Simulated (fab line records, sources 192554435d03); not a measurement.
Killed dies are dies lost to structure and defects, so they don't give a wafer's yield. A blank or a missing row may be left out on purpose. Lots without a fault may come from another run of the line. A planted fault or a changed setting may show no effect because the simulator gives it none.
Problem report in the 8D (eight disciplines) form, filled by code | flow n5_finfet | the parts of the form that need people (team, actions taken, sign-off) are left out

1. THE PROBLEM
M8_ILD_THK at N5_BEOL_M8_THK_MEAS_01 reads a mean of 173.9 nm on 2 wafers of 1 lot; wafers without a fault read 154.6 nm with a standard deviation of 2.2. That is +8.8 standard deviations from the usual mean.
First seen on wafer L329.3, day 13 07:52, on film_metro-01. The record holds 32 wafers of 11 lots with a number at this step. Rule for "out", or "out of limits": more than 4 standard deviations from the usual mean. The other wafers with a number count as sound.

2. WHAT IT IS AND WHAT IT IS NOT
question                    | is                | is not
which readings at this step | M8_ILD_THK        | -
which lots                  | L329              | L313, L315, L316, L321, L322, L323, L324, L332, L334, L336
which wafers of those lots  | L329.3, L329.5    | L329.2
read on which gauges        | film_metro-01     | film_metro-02
when                        | from day 13 07:52 | up to then (21 sound wafers); but 9 sound wafers of L332, L334, L336 came after

3. SUSPECTS, AND WHAT RULES EACH OUT
Counting: a tool at a process step up to the reading stays a suspect if it ran every lot that is out. Sound lots after the first of them don't rule it out here, since some wafers of a struck lot are sound.
- the gauge at N5_BEOL_M8_THK_MEAS_01: kept. All the wafers that are out were read on film_metro-01, and no step on other tools shows them out.
- cmp-02 at N5_BEOL_M7_CMP_52 (polishes, stops on SiCOH lowk, t overpolish 6.9 s, target thk 80 nm): kept. It ran the lot that is out, L329 (day 13 06:47); its last sound lot up to then is L321 (day 11 08:52).
- pecvd-04 at N5_BEOL_M8_ILD_DEP_00 (deposits SiCOH lowk from DEMS/porogen, target thk 179.75 nm, time 33.4 s): kept. It ran the lot that is out, L329 (day 13 07:17); its last sound lot up to then is L324 (day 11 15:49).
- Within cmp-02 at N5_BEOL_M7_CMP_52: the wafers that are out ran in chambers 0, 3; their sound lot-mates ran in chamber 2.
- Within pecvd-04 at N5_BEOL_M8_ILD_DEP_00: the wafers that are out ran in chamber 0; their sound lot-mates ran in chamber 2.
Left after counting: cmp-02 at N5_BEOL_M7_CMP_52, pecvd-04 at N5_BEOL_M8_ILD_DEP_00, film_metro-01 at N5_BEOL_M8_THK_MEAS_01.

4. THE CAUSE (what the simulator had put in)
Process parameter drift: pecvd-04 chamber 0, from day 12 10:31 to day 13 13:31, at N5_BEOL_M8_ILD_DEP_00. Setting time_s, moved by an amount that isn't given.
Counting left 3 suspects, and this tool is among them.

5. THE CHAIN OF EFFECTS, in route order
Each row: a reading whose mean over the struck wafers that have a number lies more than 3 standard deviations from the usual. Only readings for which the record gives a usual standard deviation are gone through. hours: the time from each lot's start at the first step in this table that gives one to its start at this step, as a median over the lots. sigmas: the change in usual standard deviations.
hours | step                   | reading    | usual    | on struck wafers | change | sigmas
0     | N5_BEOL_M8_THK_MEAS_01 | M8_ILD_THK | 154.6 nm | 173.9            | +19.3  | +8.8

6. WHAT WOULD HAVE CAUGHT IT SOONER
In this record the first reading out of limits at a measuring or inspecting step was taken at day 13 07:52, 21 hours after the fault began at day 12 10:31.
Of the tool readings at N5_BEOL_M8_ILD_DEP_00 for which the record gives a usual standard deviation, none was out on any struck wafer, so an alarm limit of 4 standard deviations on them would not have fired.
All the lots that are out (1) had begun N5_BEOL_M8_ILD_DEP_00 on pecvd-04 by day 13 07:52. A hold on the tool at that time would have spared none of them.
